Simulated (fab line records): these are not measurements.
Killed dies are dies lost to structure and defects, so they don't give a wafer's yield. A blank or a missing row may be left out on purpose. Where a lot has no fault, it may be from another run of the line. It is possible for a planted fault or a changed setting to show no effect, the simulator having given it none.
Matching of chambers + flow n5-finfet + N5_SD_EPI_N_ETCH_34 on rie-diel-06: 3 sister chambers
The step etches SiARC in CF4, target depth 45.5 nm, time 75.8 s. 3 wafers are shown with their chamber, then 4 later ones without.

## WAFERS, EACH WITH ITS CHAMBER
| wafer  | chamber | showerhead-plenum-p-Torr (Torr) |
|--------|---------|---------------------------------|
| L080.6 | 3       | 2.26                            |
| L082.4 | 0       | 2.26                            |
| L090.2 | 1       | 2.07                            |

## WAFERS WITH NO CHAMBER GIVEN
| wafer  | showerhead-plenum-p-Torr (Torr) |
|--------|---------------------------------|
| L090.5 | 2.25                            |
| L090.6 | 2.07                            |
| L095.5 | 2.25                            |
| L096.2 | 2.25                            |

## CHAMBER TAKEN BY EACH
| wafer  | from the rows above     | in truth |
|--------|-------------------------|----------|
| L090.5 | can't be placed: 0 or 3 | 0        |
| L090.6 | 1                       | 1        |
| L095.5 | can't be placed: 0 or 3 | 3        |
| L096.2 | can't be placed: 0 or 3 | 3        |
Placed correctly: 1 of 4. Can't be placed from these rows: 3 (the true chamber is among the candidates in 3). Wrongly placed: 0.
How it was worked out, from the rows above alone: a wafer's distance from a chamber is the root of the sum, over the readings, of the square of ((its reading less the chamber's mean) divided by the reading's scatter). The wafer belongs to the nearest chamber; if the next one is less than 2 further off, it can't be placed. For every chamber, the mean is computed from those of its wafers that are shown. The scatter: with one shown wafer a chamber, the root of the mean of the squares of how far each hidden wafer lies from its nearest shown one.
